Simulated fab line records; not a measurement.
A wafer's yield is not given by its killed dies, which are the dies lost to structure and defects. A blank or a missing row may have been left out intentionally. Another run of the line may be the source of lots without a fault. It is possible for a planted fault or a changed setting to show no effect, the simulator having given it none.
Comparing a struck lot with a sound one | flow n5_finfet | 37 out of 1938 route steps
Sound: wafers L287.1, L287.2, L287.5. Wafers L271.1, L271.2, L271.4 were the ones struck. The cause is given at the end.
Per side, at each step with rows, come the tool, then ch with its chambers, and then its first start. Under that, the readings that differ: sound wafers | struck wafers | difference of the means | sigmas: that difference in standard deviations of wafers without a fault.
alike: a reading whose means differ by less than 2 such deviations, as well as words and numbers matching on both sides. not compared: withheld readings; readings where some wafer has no value; bounds like >300 that might hide an equal value; numbers whose values overlap and for which the record gives no deviation.
Wherever a step has rows on one side only, a row that says differs or no value, or a row with sigmas, the two part there. When numbers do not overlap yet have no deviation, they are printed without sigmas and do not part them. A reading that every wafer of one side lacks parts them only if that side has two wafers or more.

first, 9 steps without rows for these wafers: N5_WELL_APT_HMDS_01 (time 60 s); N5_WELL_APT_COAT_02 (resist thk 950 nm); N5_WELL_APT_EBR_04; N5_WELL_APT_SOFTBAKE_03 (time 60 s); N5_WELL_APT_EXPOSE_05 (exposes mask NWELL, defocus 0 nm, target cd 200 nm); N5_WELL_APT_PEB_06 (peb time 90 s); N5_WELL_APT_DEVELOP_07 (develop time 45 s); N5_WELL_APT_HARDBAKE_12 (time 120 s); N5_WELL_APT_DESCUM_13 (chemistry O2, time 7.9 s).
N5_WELL_APT_IMPLANT_14:
  sound on implanter-02 ch 0, day 6 19:52; struck on implanter-01 ch 0, day 2 20:04
  reading            | sound                            | struck                           | difference  | sigmas
  dose_ions_cm2      | 1.5015e+13 1.5003e+13 1.4992e+13 | 2.2625e+13 2.2612e+13 2.2623e+13 | +7.6167e+12 | +99 or more
  faraday_current_uA | 194 194 193                      | 291 286 304                      | +100        | +29
  alike: end_station_pressure_torr
then, 25 steps without rows for these wafers: N5_WELL_APT_IMPLANT_15; N5_WELL_APT_STRIP_16 (strips in SPM, time 900 s); N5_WELL_APT_HMDS_18 (time 60 s); N5_WELL_APT_COAT_19 (resist thk 950 nm); N5_WELL_APT_EBR_21; N5_WELL_APT_SOFTBAKE_20 (time 60 s); N5_WELL_APT_EXPOSE_22 (exposes mask PWELL, defocus 0 nm, target cd 200 nm); N5_WELL_APT_PEB_23 (peb time 90 s); N5_WELL_APT_DEVELOP_24 (develop time 45 s); N5_WELL_APT_HARDBAKE_29 (time 120 s); N5_WELL_APT_DESCUM_30 (chemistry O2, time 7.9 s); N5_WELL_APT_IMPLANT_31; N5_WELL_APT_IMPLANT_32; N5_WELL_APT_STRIP_33 (strips in SPM, time 900 s); N5_WELL_APT_RTA_34 (time 10 s); N5_WELL_APT_OXIDE_STRIP_42 (strips SiO2 in dHF, time 45 s, target depth 12 nm); N5_WELL_APT_PRECLEAN_36 (cleans in O3/DIW, time 45 s); N5_WELL_APT_PRECLEAN_39 (cleans in dHF, time 60 s); N5_WELL_APT_SRD_37 (time 30 s); N5_WELL_APT_EPI_41 (deposits Si from SiH4/H2, target thk 50 nm, time 297.7 s); N5_PMOS_HMC_CHANNEL_EPI_HM_DEP_34 (deposits SiO2 from TEOS/O2, target thk 36 nm, time 6.9 s); N5_PMOS_HMC_CHANNEL_EPI_COAT_31 (time 60 s, resist thk 66 nm); N5_PMOS_HMC_CHANNEL_EPI_COAT_03 (resist thk 205 nm); N5_PMOS_HMC_CHANNEL_EPI_EBR_05; N5_PMOS_HMC_CHANNEL_EPI_SOFTBAKE_04 (time 60 s).
-- the record jumps here: 7 days lie between the struck wafers' starts before and after (it left off in module PMOS_HMC_CHANNEL_EPI and takes up again in module BEOL_M4, whose first step shown is number 1111 of the route) --
N5_BEOL_M4_RC_MEAS_101:
  sound on prober-02 ch 0, day 14 06:54; struck on prober-02 ch 0, day 9 12:37
  reading           | sound          | struck         | difference | sigmas
  DIBL_N (mV/V)     | 33.6 32.7 34.7 | 39.6 40.4 34.0 | +4.3       | +2
  DIBL_P (mV/V)     | 31.9 30.5 33.0 | 41.3 41.6 34.5 | +7.3       | +3
  IOFF_N (nA/um)    | 0.10 0.10 0.12 | 0.25 0.26 0.13 | +0.11      | +3
  IOFF_P (nA/um)    | 0.16 0.15 0.18 | 0.29 0.31 0.18 | +0.10      | +3
  RS_NWELL (ohm/sq) | 1036 1037 1040 | 826 821 820    | -215       | -33
  SS_N (mV/dec)     | 70.8 70.1 70.7 | 73.0 72.5 70.6 | +1.5       | +2
  VT_N (mV)         | 258 254 251    | 242 243 252    | -9         | -3
  alike: ION_N, ION_P, SS_P, VT_P
-- here the record skips 5 days between the struck wafers' starts before and after, leaving off in module BEOL_M4 and picking up in module PASSIVATION (first step shown: number 1936 of the route) --
N5_PASSIVATION_PROBE_49:
  sound: prober-02 at day 18 22:27; struck: prober-01 at day 14 01:16
  reading            | sound    | struck   | difference | sigmas
  killed_at_M0_to_M3 | 42 70 55 | 20 32 40 | -25        | -2
  alike: defect_limited_yield, killed_at_M4_up, killed_at_contacts, killed_at_front_end, killed_at_other, killed_dies, killed_open, killed_short, sort_bin_4_leakage, sort_bin_5_function, sort_bin_6_memory, sort_n_pass, sort_yield_pct

## WHERE THEY PART
At N5_WELL_APT_IMPLANT_14 first; at N5_PASSIVATION_PROBE_49 last (within this record only).

WHY: what had been put in by the simulator
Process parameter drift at N5_WELL_APT_IMPLANT_14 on implanter-01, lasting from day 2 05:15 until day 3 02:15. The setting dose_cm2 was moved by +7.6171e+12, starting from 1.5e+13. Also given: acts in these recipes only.
